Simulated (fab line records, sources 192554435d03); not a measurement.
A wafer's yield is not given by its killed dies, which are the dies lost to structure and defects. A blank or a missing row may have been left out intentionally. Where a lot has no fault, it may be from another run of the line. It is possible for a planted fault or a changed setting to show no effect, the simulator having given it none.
Split-lot study    flow n5 finfet    7 lots, 39 wafers read, on a route of 1938 steps

== ABOUT THE SPLIT ==
At N5_BEOL_M9_ETCH_66 (etches SOC in N2/H2, target depth 80 nm, overetch 16 nm, time 120 s), the setting time s was moved away from the recipe's 120 s on 18 of the 39 wafers read, by -35.4% to +48.7%. This setting was run at the recipe's value on the other wafers.

Reading taken at the split's own step.

== THE READING ==
SiARC_of_BEOL_M9_COAT_64.thk nm (the simulator's own value, which no gauge read), in nm, at N5_BEOL_M9_ETCH_66 (etches SOC in N2/H2, target depth 80 nm, overetch 16 nm, time 120 s). The file does not state a usual value for it. Average 6.4 nm, standard deviation 0.093 nm, over the 21 wafers here run with the recipe.

wafer   tool, chamber at the split  time s as run, s  against the recipe  SiARC_of_BEOL_M9_COAT_64.thk nm, nm  against lot-mates on the recipe
L076.1  rie diel-01, 2              120               recipe              6.4                                  -
L076.2  rie diel-01, 1              164.1             +36.7%              4.6                                  -1.9
L076.3  rie diel-01, 3              164.1             +36.7%              4.4                                  -2.1
L076.5  rie diel-01, 3              164.1             +36.7%              4.4                                  -2.1
L076.4  rie diel-01, 0              120               recipe              6.6                                  -
L076.6  rie diel-01, 0              120               recipe              6.6                                  -
L079.2  rie diel-02, 0,3,2          120               recipe              6.4                                  -
L079.4  rie diel-02, 0,3,2          120               recipe              6.4                                  -
L079.6  rie diel-02, 0,3,2          120               recipe              6.4                                  -
L085.1  rie diel-01, 2              120               recipe              6.2                                  -
L085.2  rie diel-01, 3,0            120               recipe              6.4                                  -
L085.4  rie diel-01, 3,0            120               recipe              6.4                                  -
L085.3  rie diel-01, 1              161.2             +34.3%              4.6                                  -1.7
L085.5  rie diel-01, 1              161.2             +34.3%              4.6                                  -1.7
L085.6  rie diel-01, 0              161.2             +34.3%              4.4                                  -1.9
L089.1  rie diel-02, 3,2,1          120               recipe              6.4                                  -
L089.2  rie diel-02, 3,2,1          120               recipe              6.4                                  -
L089.3  rie diel-02, 3,2,1          120               recipe              6.4                                  -
L089.4  rie diel-02, 3,1,2          77.52             -35.4%              8.4                                  +2.0
L089.5  rie diel-02, 3,1,2          77.52             -35.4%              8.4                                  +2.0
L089.6  rie diel-02, 3,1,2          77.52             -35.4%              8.4                                  +2.0
L092.1  rie diel-02, 1,2,2          120               recipe              6.4                                  -
L092.3  rie diel-02, 1,2,2          120               recipe              6.4                                  -
L092.6  rie diel-02, 1,2,2          120               recipe              6.4                                  -
L092.2  rie diel-02, 0              178.4             +48.7%              3.6                                  -2.8
L092.4  rie diel-02, 0              178.4             +48.7%              3.6                                  -2.8
L092.5  rie diel-02, 1              178.4             +48.7%              3.8                                  -2.6
L094.1  rie diel-01, 2,0,3          120               recipe              6.4                                  -
L094.4  rie diel-01, 2,0,3          120               recipe              6.4                                  -
L094.6  rie diel-01, 2,0,3          120               recipe              6.4                                  -
L094.2  rie diel-01, 3,2            82.43             -31.3%              8                                    +1.6
L094.5  rie diel-01, 3,2            82.43             -31.3%              8                                    +1.6
L094.3  rie diel-01, 1              82.43             -31.3%              8.2                                  +1.8
L096.1  rie diel-01, 1              120               recipe              6.6                                  -
L096.6  rie diel-01, 1              120               recipe              6.6                                  -
L096.2  rie diel-01, 0              84.3              -29.8%              8.2                                  +1.7
L096.3  rie diel-01, 3              120               recipe              6.4                                  -
L096.4  rie diel-01, 2              84.3              -29.8%              8                                    +1.5
L096.5  rie diel-01, 2              84.3              -29.8%              8                                    +1.5
When a row names more than one chamber, that row covers several wafers, and the file does not tell which wafer ran in which chamber.

THE FIT
A straight line over all 39 wafers: SiARC_of_BEOL_M9_COAT_64.thk nm changes by -0.055 nm for each +1% of time s; r = -1.00; the points scatter about the line by 0.1 nm.
The same after taking each lot's own level away (the mean of its wafers on the recipe; 39 wafers): -0.0548 nm for each +1%; r = -1.00; scatter 0.09 nm.
On that fit, the largest move of time s shifts the reading by 2.7 nm.
Measured against the standard deviation above, the lots' own levels, which go from 6.33 to 6.53 nm, span 2.1 times it.
The two slopes are in agreement: the lot-to-lot level therefore moves the slope only a little.
Check: -2.66 nm against its lot-mates is what the line predicts for one of the wafers moved furthest among these (+48.7%) when that wafer is left out of the fit. Against them it came out at -2.8 nm.

== OTHER SPLITS ON THESE WAFERS ==
Note: prior to the reading, these wafers also went through further splits. Each is held against what the fit with the lots' levels taken away leaves over:
other split on the same wafers   wafers away from the commonest value  r with SiARC_of_BEOL_M9_COAT_64.thk nm (lot level and that fit taken away)
N5_BEOL_M0_SAQP_PECVD_04 time s  18                                    +0.14
N5_BEOL_M1_PECVD_72 time s       15                                    +0.21
N5_BEOL_M7_ETCH_66 time s        12                                    +0.18

== FILE'S OWN FIT ==
SiARC_of_BEOL_M9_COAT_64.thk nm changes by -0.0548 nm for each +1% of time s, r = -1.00.
